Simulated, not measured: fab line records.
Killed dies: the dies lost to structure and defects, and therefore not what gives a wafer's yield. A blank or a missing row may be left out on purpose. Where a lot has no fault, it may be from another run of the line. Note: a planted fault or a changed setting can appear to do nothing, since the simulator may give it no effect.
fab line records || flow n5-finfet
record: {"lots": 4, "wafers": 12, "last-day": 16}
route steps=1938 shown BEOL_M11@1571 PASSIVATION@1936
lots untouched by any fault: they come from a run of this same line in which no faults occurred
start-h: start of the lot's first displayed wafer, in hours after the record's first day || wait-h: hours since the lot's step before || " unchanged from the row above || L1.1+2: a row that stands for several wafers || - no value present, or no start provided || * or withheld: withheld || < > ~ a bound
route shown NAME@n: a module of which the file shows steps, and the number in the route of the first || usual: mean and standard deviation over wafers with no fault || same: alike in all rows || chamber/n: place in a boat || sites: each site's reading || _std_site: their standard deviation || _edge_site: mean of outer sites minus mean of inner sites || radius-mm: how far each site lies from the wafer's centre || mask NAME#n: copy n || behind: the last tool/chamber to shape the wafer || hold: why the lot was held/for how many hours/how that ended || device: the n, p or np transistor that did not switch || end of line: the same wafers' tests at the end of the route || for a step that has no rows: nothing shown but its recipe || killed: not the wafer's yield, but the dies lost to structure and defects at the first sort || map: a wafer's dies, x killed, . not, _ none there
set.NAME: setting as actually run; set.NAME@STEP: the setting as run at that earlier step || model.NAME: the simulator's own value behind a step, which no gauge read
lots at some steps of the route; a table a step, a row a wafer
services: the hour from which a tool's chamber was out of use, counted from the record's first day as start-h (under 0 if before that day), plus the number of hours and why
== steps ==
step: N5_BEOL_M11_DESCUM_33
recipe: {"chemistry": "O2", "time-s": 7.9, "source-power-w": 50, "bias-power-w": 20, "pressure-mtorr": 20, "rf-frequency-hz": 2.712e+07, "temp-c": 40, "resist": "CAR-ArF", "o2-flow-sccm": 225}
step: N5_BEOL_M11_ETCH_65
recipe: {"chemistry": "CF4", "target": "SiARC", "target-depth-a": 390, "mask-material": "CAR-ArF", "time-s": 65, "ion-energy-ev": 80, "pressure-mtorr": 40, "source-w": 545, "bias-w": 36, "Ar_flow_sccm": 100, "cf4-flow-sccm": 100, "ends": "cleared"}
step: N5_BEOL_M11_ETCH_66
recipe: {"chemistry": "N2/H2", "target": "SOC", "target-depth-a": 1200, "overetch-a": 240, "mask-material": "SiARC", "temp-c": 40, "time-s": 180, "ion-energy-ev": 200, "pressure-mtorr": 30, "source-w": 840, "bias-w": 150, "n2-flow-sccm": 200, "h2-flow-sccm": 200}
step: N5_BEOL_M11_STRIP_69
recipe: {"chemistry": "N2/H2", "temp-c": 40, "n2-flow-sccm": 200, "h2-flow-sccm": 200, "rf-frequency-hz": 6e+07}
step: N5_BEOL_M11_VIA_ETCH_34
recipe: {"chemistry": "C4F6/O2", "target": "SiCOH_lowk", "target-depth-a": 1845, "mask-material": "SOC", "taper-deg": 4, "time-s": 69.2, "ion-energy-ev": 250, "pressure-mtorr": 30, "source-w": 345, "bias-w": 185, "Ar_flow_sccm": 300, "C4F6_flow_sccm": 10, "O2_flow_sccm": 10}
step: N5_BEOL_M11_STRIP_73
recipe: {"chemistry": "C4F6/O2", "resist": "SiARC", "rf-frequency-hz": 6e+07}
step: N5_BEOL_M11_STRIP_36
recipe: {"chemistry": "N2/H2", "power-w": 450, "temp-c": 40, "pressure-mtorr": 20, "rf-frequency-hz": 6e+07, "overash-fraction": 0.3, "bias-power-w": 7, "h2-frac": 0.5, "n2-flow-sccm": 200, "h2-flow-sccm": 200}
step: N5_BEOL_M11_TRENCH_ETCH_37
recipe: {"chemistry": "C4F6/O2", "target-depth-a": 1488.3, "target": "SiCOH_lowk", "time-s": 48, "ion-energy-ev": 250, "pressure-mtorr": 30, "source-w": 345, "bias-w": 185, "Ar_flow_sccm": 300, "C4F6_flow_sccm": 10, "O2_flow_sccm": 10}
step: N5_BEOL_M11_ETCH_41
recipe: {"chemistry": "CH3F/O2", "target": "SiCN", "target-depth-a": 426, "taper-deg": 2, "time-s": 86, "ion-energy-ev": 120, "mask-material": "TiN", "pressure-mtorr": 30, "source-w": 395, "bias-w": 75, "Ar_flow_sccm": 150, "CH3F_flow_sccm": 30, "O2_flow_sccm": 20}
step: N5_BEOL_M11_STRIP_77
recipe: {"chemistry": "N2/H2", "time-s": 10, "power-w": 450, "temp-c": 40, "pressure-mtorr": 20, "rf-frequency-hz": 6e+07, "bias-power-w": 7, "n2-flow-sccm": 200, "h2-flow-sccm": 200}
usual: {"bias-power-w": "7.000/0.02", "chamber-pressure-mTorr": "20.003/0.018", "drypump-motor-current-A": "5.5/0.35", "h2-flow-sccm": "200.0/0.64", "oes-product-au": "0.81/0.11", "rf-vpp-V": "59.2/0.76", "showerhead-plenum-p-Torr": "2.56/0.064", "throttle-valve-pct": "23.6/0.37", "time-s": "10/0"}
{"lot.wafer": "L305.3", "tool": "rie-diel-01", "chamber": 3, "start-h": 269.51, "wait-h": "-", "bias-power-w": "-", "chamber-pressure-mTorr": "-", "drypump-motor-current-A": "-", "h2-flow-sccm": "-", "oes-product-au": "-", "rf-hours-counter-h": "-", "rf-vpp-V": "-", "showerhead-plenum-p-Torr": "-", "throttle-valve-pct": "-", "time-s": "-"}
{"lot.wafer": "L305.5", "tool": "rie-diel-01", "chamber": 2, "start-h": 269.51, "wait-h": "-", "bias-power-w": "-", "chamber-pressure-mTorr": "-", "drypump-motor-current-A": "-", "h2-flow-sccm": "-", "oes-product-au": "-", "rf-hours-counter-h": "-", "rf-vpp-V": "-", "showerhead-plenum-p-Torr": "-", "throttle-valve-pct": "-", "time-s": "-"}
{"lot.wafer": "L305.6", "tool": "rie-diel-01", "chamber": 1, "start-h": 269.51, "wait-h": "-", "bias-power-w": "-", "chamber-pressure-mTorr": "-", "drypump-motor-current-A": "-", "h2-flow-sccm": "-", "oes-product-au": "-", "rf-hours-counter-h": "-", "rf-vpp-V": "-", "showerhead-plenum-p-Torr": "-", "throttle-valve-pct": "-", "time-s": "-"}
{"lot.wafer": "L306.1", "tool": "rie-diel-06", "chamber": 1, "start-h": 289.26, "wait-h": "-", "bias-power-w": "-", "chamber-pressure-mTorr": "-", "drypump-motor-current-A": "-", "h2-flow-sccm": "-", "oes-product-au": "-", "rf-hours-counter-h": "-", "rf-vpp-V": "-", "showerhead-plenum-p-Torr": "-", "throttle-valve-pct": "-", "time-s": "-"}
{"lot.wafer": "L306.4", "tool": "rie-diel-06", "chamber": 2, "start-h": 289.26, "wait-h": "-", "bias-power-w": "-", "chamber-pressure-mTorr": "-", "drypump-motor-current-A": "-", "h2-flow-sccm": "-", "oes-product-au": "-", "rf-hours-counter-h": "-", "rf-vpp-V": "-", "showerhead-plenum-p-Torr": "-", "throttle-valve-pct": "-", "time-s": "-"}
{"lot.wafer": "L306.5", "tool": "rie-diel-06", "chamber": 0, "start-h": 289.26, "wait-h": "-", "bias-power-w": "-", "chamber-pressure-mTorr": "-", "drypump-motor-current-A": "-", "h2-flow-sccm": "-", "oes-product-au": "-", "rf-hours-counter-h": "-", "rf-vpp-V": "-", "showerhead-plenum-p-Torr": "-", "throttle-valve-pct": "-", "time-s": "-"}
{"lot.wafer": "L311.1", "tool": "rie-diel-06", "chamber": 2, "start-h": 322.49, "wait-h": "-", "bias-power-w": 7.009, "chamber-pressure-mTorr": 19.986, "drypump-motor-current-A": 5.1, "h2-flow-sccm": 200.3, "oes-product-au": 0.81, "rf-hours-counter-h": 107, "rf-vpp-V": 59.5, "showerhead-plenum-p-Torr": 2.55, "throttle-valve-pct": 23.5, "time-s": 10}
{"lot.wafer": "L311.2", "tool": "rie-diel-06", "chamber": 1, "start-h": 322.49, "wait-h": "-", "bias-power-w": 6.995, "chamber-pressure-mTorr": 20.034, "drypump-motor-current-A": 6.0, "h2-flow-sccm": 199.1, "oes-product-au": 0.96, "rf-hours-counter-h": 3, "rf-vpp-V": 59.8, "showerhead-plenum-p-Torr": 2.61, "throttle-valve-pct": 23.8, "time-s": 10}
{"lot.wafer": "L311.5", "tool": "rie-diel-06", "chamber": 1, "start-h": 322.49, "wait-h": "-", "bias-power-w": 7.002, "chamber-pressure-mTorr": 19.970, "drypump-motor-current-A": 6.0, "h2-flow-sccm": 199.5, "oes-product-au": 0.97, "rf-hours-counter-h": "-", "rf-vpp-V": 59.2, "showerhead-plenum-p-Torr": 2.61, "throttle-valve-pct": 23.8, "time-s": 10}
{"lot.wafer": "L316.1", "tool": "rie-diel-06", "chamber": 2, "start-h": 335.07, "wait-h": "-", "bias-power-w": 7.029, "chamber-pressure-mTorr": 20.011, "drypump-motor-current-A": 5.0, "h2-flow-sccm": 199.6, "oes-product-au": 0.82, "rf-hours-counter-h": 112, "rf-vpp-V": 58.4, "showerhead-plenum-p-Torr": 2.55, "throttle-valve-pct": 23.5, "time-s": 10}
{"lot.wafer": "L316.4", "tool": "rie-diel-06", "chamber": 1, "start-h": 335.07, "wait-h": "-", "bias-power-w": 7.031, "chamber-pressure-mTorr": 20.002, "drypump-motor-current-A": 6.0, "h2-flow-sccm": 200.5, "oes-product-au": 0.95, "rf-hours-counter-h": 7, "rf-vpp-V": 59.7, "showerhead-plenum-p-Torr": 2.61, "throttle-valve-pct": 23.8, "time-s": 10}
{"lot.wafer": "L316.6", "tool": "rie-diel-06", "chamber": 0, "start-h": 335.07, "wait-h": "-", "bias-power-w": 7.029, "chamber-pressure-mTorr": 20.005, "drypump-motor-current-A": 5.3, "h2-flow-sccm": 199.7, "oes-product-au": 0.71, "rf-hours-counter-h": "-", "rf-vpp-V": 59.6, "showerhead-plenum-p-Torr": 2.63, "throttle-valve-pct": 24.0, "time-s": 10}
step: N5_PASSIVATION_PROBE_49
usual: {"defect-limited-yield": "91.3/1.5", "killed_at_M0_to_M3": "33/12", "killed_at_M4_up": "15/5.2", "killed-at-contacts": "12/5.1", "killed-at-front-end": "39/11", "killed-at-other": "5/3.6", "killed-dies": "103/18", "killed-open": "67/13", "killed-short": "33/7.8", "sort_bin_5_function": "5.1/0.96", "sort_bin_6_memory": "3.2/0.71", "sort-n-pass": "1077/18", "sort-yield-pct": "91.3/1.5"}
same: {"gross-dies": 1180, "killed-at-back-side": 0, "sort_bin_4_leakage[%]": 0, "sort_bin_8_speed[%]": 0}
{"lot.wafer": "L305.3", "tool": "prober-01", "chamber": "-", "start-h": 313.86, "wait-h": 0.1, "defect-limited-yield[%]": 89.7, "killed_at_M0_to_M3": 34, "killed_at_M4_up": 32, "killed-at-contacts": 14, "killed-at-front-end": 41, "killed-at-other": 1, "killed-dies": 122, "killed-open": 84, "killed-short": 38, "sort_bin_5_function[%]": 5.5, "sort_bin_6_memory[%]": 4.0, "sort-n-pass": 1058, "sort-yield-pct[%]": 89.7}
{"lot.wafer": "L305.5", "tool": "prober-01", "chamber": "-", "start-h": 313.96, "wait-h": 0.2, "defect-limited-yield[%]": 89.5, "killed_at_M0_to_M3": 19, "killed_at_M4_up": 40, "killed-at-contacts": 11, "killed-at-front-end": 52, "killed-at-other": 2, "killed-dies": 124, "killed-open": 85, "killed-short": 39, "sort_bin_5_function[%]": 6.6, "sort_bin_6_memory[%]": 3.6, "sort-n-pass": 1056, "sort-yield-pct[%]": 89.5}
{"lot.wafer": "L305.6", "tool": "prober-01", "chamber": "-", "start-h": 314.01, "wait-h": 0.3, "defect-limited-yield[%]": 89.2, "killed_at_M0_to_M3": 32, "killed_at_M4_up": 28, "killed-at-contacts": 10, "killed-at-front-end": 41, "killed-at-other": 16, "killed-dies": 127, "killed-open": 79, "killed-short": 32, "sort_bin_5_function[%]": 6.9, "sort_bin_6_memory[%]": 3.7, "sort-n-pass": 1053, "sort-yield-pct[%]": 89.2}
{"lot.wafer": "L306.1", "tool": "prober-02", "chamber": "-", "start-h": 327.90, "wait-h": 0.0, "defect-limited-yield[%]": 88.7, "killed_at_M0_to_M3": 53, "killed_at_M4_up": 44, "killed-at-contacts": 8, "killed-at-front-end": 26, "killed-at-other": 2, "killed-dies": 133, "killed-open": 94, "killed-short": 38, "sort_bin_5_function[%]": 6.7, "sort_bin_6_memory[%]": 4.1, "sort-n-pass": 1047, "sort-yield-pct[%]": 88.7}
{"lot.wafer": "L306.4", "tool": "prober-02", "chamber": "-", "start-h": 328.05, "wait-h": 0.2, "defect-limited-yield[%]": 88.8, "killed_at_M0_to_M3": 54, "killed_at_M4_up": 37, "killed-at-contacts": 9, "killed-at-front-end": 24, "killed-at-other": 8, "killed-dies": 132, "killed-open": 85, "killed-short": 46, "sort_bin_5_function[%]": 7.1, "sort_bin_6_memory[%]": 3.7, "sort-n-pass": 1048, "sort-yield-pct[%]": 88.8}
{"lot.wafer": "L306.5", "tool": "prober-02", "chamber": "-", "start-h": 328.10, "wait-h": 0.2, "defect-limited-yield[%]": 86.9, "killed_at_M0_to_M3": 60, "killed_at_M4_up": 44, "killed-at-contacts": 11, "killed-at-front-end": 37, "killed-at-other": 3, "killed-dies": 155, "killed-open": 87, "killed-short": 57, "sort_bin_5_function[%]": 6.2, "sort_bin_6_memory[%]": 5.7, "sort-n-pass": 1025, "sort-yield-pct[%]": 86.9}
{"lot.wafer": "L316.1", "tool": "prober-02", "chamber": "-", "start-h": 379.33, "wait-h": 0.0, "defect-limited-yield[%]": 92.8, "killed_at_M0_to_M3": 19, "killed_at_M4_up": 25, "killed-at-contacts": 15, "killed-at-front-end": 25, "killed-at-other": 1, "killed-dies": 85, "killed-open": 59, "killed-short": 25, "sort_bin_5_function[%]": 4.1, "sort_bin_6_memory[%]": 2.8, "sort-n-pass": 1095, "sort-yield-pct[%]": 92.8}
{"lot.wafer": "L316.4", "tool": "prober-02", "chamber": "-", "start-h": 379.48, "wait-h": 0.2, "defect-limited-yield[%]": 90.9, "killed_at_M0_to_M3": 28, "killed_at_M4_up": 15, "killed-at-contacts": 17, "killed-at-front-end": 45, "killed-at-other": 2, "killed-dies": 107, "killed-open": 72, "killed-short": 35, "sort_bin_5_function[%]": 5.2, "sort_bin_6_memory[%]": 3.9, "sort-n-pass": 1073, "sort-yield-pct[%]": 90.9}
{"lot.wafer": "L316.6", "tool": "prober-02", "chamber": "-", "start-h": 379.58, "wait-h": 0.3, "defect-limited-yield[%]": 92.7, "killed_at_M0_to_M3": 34, "killed_at_M4_up": 12, "killed-at-contacts": 14, "killed-at-front-end": 26, "killed-at-other": 0, "killed-dies": 86, "killed-open": 60, "killed-short": 25, "sort_bin_5_function[%]": 4.9, "sort_bin_6_memory[%]": 2.3, "sort-n-pass": 1094, "sort-yield-pct[%]": 92.7}
killed by level:class
L305.3 BEOL_M11:geometric-particle:open=18 STI_FIN_REVEAL:geometric-particle:open=17 MOL_CONTACT_COAG:geometric-particle:open=9 BEOL_M3:geometric-particle:open=9 BEOL_M1:geometric-particle:open=8 FIN_SAQP:geometric-particle:short=7 BEOL_M3:geometric-particle:short=6 MOL_CONTACT_COAG:geometric-particle:short=5
L305.5 BEOL_M11:geometric-particle:open=23 FIN_SAQP:geometric-particle:open=15 FIN_SAQP:geometric-particle:short=13 STI_FIN_REVEAL:geometric-particle:open=10 MOL_CONTACT_COAG:geometric-particle:open=9 BEOL_M0_SAQP:geometric-particle:short=6 BEOL_M4:geometric-particle:open=5 DUMMY_GATE:geometric-particle:open=4
L305.6 BEOL_M11:geometric-particle:open=19 PASSIVATION:area-etch=16 BEOL_M3:geometric-particle:open=9 MOL_CONTACT_COAG:geometric-particle:open=8 FIN_SAQP:geometric-particle:open=7 STI_FIN_REVEAL:geometric-particle:open=7 DUMMY_GATE:geometric-particle:open=7 FIN_SAQP:geometric-particle:short=5
L306.1 BEOL_M11:geometric-particle:open=24 BEOL_M2:geometric-particle:open=15 BEOL_M0_SAQP:geometric-particle:short=13 STARTING-WAFER:geometric-particle:short=9 STI_FIN_REVEAL:geometric-particle:open=7 MOL_CONTACT_COAG:geometric-particle:open=7 BEOL_M3:geometric-particle:open=7 BEOL_M4:geometric-particle:open=7
L306.4 BEOL_M11:geometric-particle:open=15 BEOL_M0_SAQP:geometric-particle:open=14 BEOL_M2:geometric-particle:open=14 MOL_CONTACT_COAG:geometric-particle:open=8 BEOL_M0_SAQP:geometric-particle:short=7 BEOL_M1:geometric-particle:open=7 BEOL_M11:geometric-particle:short=6 BEOL_M4:geometric-particle:open=5
L306.5 BEOL_M0_SAQP:geometric-particle:short=18 BEOL_M11:geometric-particle:open=17 BEOL_M0_SAQP:geometric-particle:open=14 HKMG_FIN:area-etch=11 MOL_CONTACT_COAG:geometric-particle:open=10 BEOL_M4:geometric-particle:open=8 FIN_SAQP:geometric-particle:open=7 BEOL_M11:geometric-particle:short=7
L316.1 MOL_CONTACT_COAG:geometric-particle:open=12 BEOL_M4:geometric-particle:open=10 GATE_CUT:geometric-particle:short=8 STI_FIN_REVEAL:geometric-particle:open=6 BEOL_M1:geometric-particle:open=6 BEOL_M2:geometric-particle:open=4 ILD0:geometric-particle:open=3 MOL_CONTACT_COAG:geometric-particle:short=3
L316.4 MOL_CONTACT_COAG:geometric-particle:open=15 BEOL_M1:geometric-particle:open=14 BEOL_M4:geometric-particle:open=9 GATE_CUT:geometric-particle:short=8 FIN_SAQP:geometric-particle:short=6 STI_FIN_REVEAL:geometric-particle:open=6 STARTING-WAFER:geometric-particle:short=6 DUMMY_GATE:geometric-particle:open=5
L316.6 MOL_CONTACT_COAG:geometric-particle:open=13 BEOL_M2:geometric-particle:open=10 BEOL_M1:geometric-particle:open=9 BEOL_M0_SAQP:geometric-particle:open=7 BEOL_M4:geometric-particle:open=6 STARTING-WAFER:geometric-particle:short=6 DUMMY_GATE:geometric-particle:open=4 GATE_CUT:geometric-particle:short=4
map L305.6 (x killed, . not)
_________________............________________
______________.......x........x._____________
___________x.......................__________
__________.............x...x.....xx._________
________.x.....x.....x......x........x_______
_______....x....x........x.............______
______..........................x....x.._____
_____......x....x.x..x....x....x..x...xx.____
____.....x......................x..x......___
___x.x....x.xx.......x......x..........x...__
___.x............x....x......x......x..x...__
__..x.x......x..........x..x........x......._
__..........x....x......xx.x.....x.........._
_.............x...x.............x.....x...x..
_x.......x.............x.....................
_............................................
_...x.......x.....x......x...................
_.x...........x.x.x.........x.......x........
_..............x......x....................x.
_.......x.....x........x.........x.......x...
_..........x.x............xx.................
__.................................x........_
__................x...x.............x....x.x_
___..x..........x.....xx............x...x..__
___....x...x.....x.....x.......x......x....__
____.x..x...................x.............___
_____........x............x.........x.x..____
______............x...............x....._____
_______.............xx......x...x......______
________........xxx..................._______
__________..x.................x....._________
___________....x...................__________
______________...........x.x...._____________
_________________.x..x....x..________________
map L306.5 (x killed, . not)
_________________.........x..________________
______________..........x..x.x.._____________
___________.x.x...x..x............x__________
__________....x.........xx.x.......x_________
________.................x.......x...._______
_______..x.............................______
______...x...x......x..........x...xx..._____
_____.........x..........................____
____x.........................x..........x___
___.......x.x.x......x........x.........x.x__
___.........x..........x......x...x........__
__......................x...x..........x...._
__.....x....x................x.x.....x......_
_..........x.x.x.....................x.......
_.xx.x..........x.x.......x.............x..xx
_....x.x....x.........xx.........x...x......x
_....x.........................xx...x..x...x.
_................x...xx.....................x
_...x...................x.x.xx.........x.....
_.........................xx..x..x.......x.x.
_...............x..x..x..x...........x...x...
__......x.x.............xx...x...........x.._
__x...x...................x..........x..x..._
___....x............x................x..x..__
___...............x..x....x..........x.....__
____............x....xx........x.x......x.___
_____..x.x...................x..x..xx..x.____
______..x.xxx.xx........................_____
_______.xx...............x...xx.....x..______
________x.....x.....x...............x._______
__________....x......xx............._________
___________.......x...............x__________
______________......x..x...x.xxx_____________
_________________x...........________________
== services ==
{"tool": "rie-diel-06", "chamber": 3, "start-h": 276.06, "hours": "-", "kind": "clean"}
{"tool": "rie-diel-06", "chamber": 3, "start-h": 276.06, "hours": "-", "kind": "consumable-replace:focus-ring"}
{"tool": "rie-diel-06", "chamber": 3, "start-h": 276.06, "hours": "-", "kind": "consumable-replace:showerhead"}
{"tool": "rie-diel-01", "chamber": 3, "start-h": 276.92, "hours": "-", "kind": "clean"}
{"tool": "rie-diel-01", "chamber": 3, "start-h": 276.92, "hours": "-", "kind": "consumable-replace:focus-ring"}
{"tool": "rie-diel-01", "chamber": 3, "start-h": 276.92, "hours": 17.9, "kind": "scheduled-down"}
{"tool": "rie-diel-01", "chamber": 3, "start-h": 276.92, "hours": 17.9, "kind": "vent-cycle"}
{"tool": "rie-diel-01", "chamber": 2, "start-h": 298.99, "hours": "-", "kind": "clean"}
{"tool": "rie-diel-01", "chamber": 2, "start-h": 298.99, "hours": "-", "kind": "consumable-replace:focus-ring"}
{"tool": "rie-diel-01", "chamber": 2, "start-h": 298.99, "hours": 20.1, "kind": "scheduled-down"}
{"tool": "rie-diel-01", "chamber": 2, "start-h": 298.99, "hours": 20.1, "kind": "vent-cycle"}
{"tool": "rie-diel-06", "chamber": 1, "start-h": 301.49, "hours": "-", "kind": "clean"}
{"tool": "rie-diel-06", "chamber": 1, "start-h": 301.49, "hours": "-", "kind": "consumable-replace:focus-ring"}
{"tool": "rie-diel-06", "chamber": 1, "start-h": 301.49, "hours": 12.5, "kind": "scheduled-down"}
{"tool": "rie-diel-06", "chamber": 1, "start-h": 301.49, "hours": 12.5, "kind": "vent-cycle"}
== key ==
first-sign: {"step": "N5_BEOL_M11_STRIP_77", "reading": "tool-record", "direction": "missing"}
effect: {"step": "N5_PASSIVATION_PROBE_49", "reading": "killed_at_M4_up", "direction": "up", "sigmas": 4.4, "usual": 15, "struck": 38}
met-at N5_BEOL_M11_STRIP_77
struck-wafers L305.3,L305.5,L305.6,L306.1,L306.4,L306.5
baseline-loss: {"step": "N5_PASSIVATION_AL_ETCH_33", "wafers": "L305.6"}
baseline-loss: {"step": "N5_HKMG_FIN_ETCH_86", "wafers": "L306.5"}
fault: {"kind": "skipped-step-whole", "tool": "rie-diel-01,rie-diel-06", "chamber": "-", "onset-h": 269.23, "steps": "N5_BEOL_M11_STRIP_77", "scope": "struck-lots-only"}
baseline-loss: these wafers lose ten dies or more at that step, a loss of the line's own and not of a fault; the sort's usual values leave them out
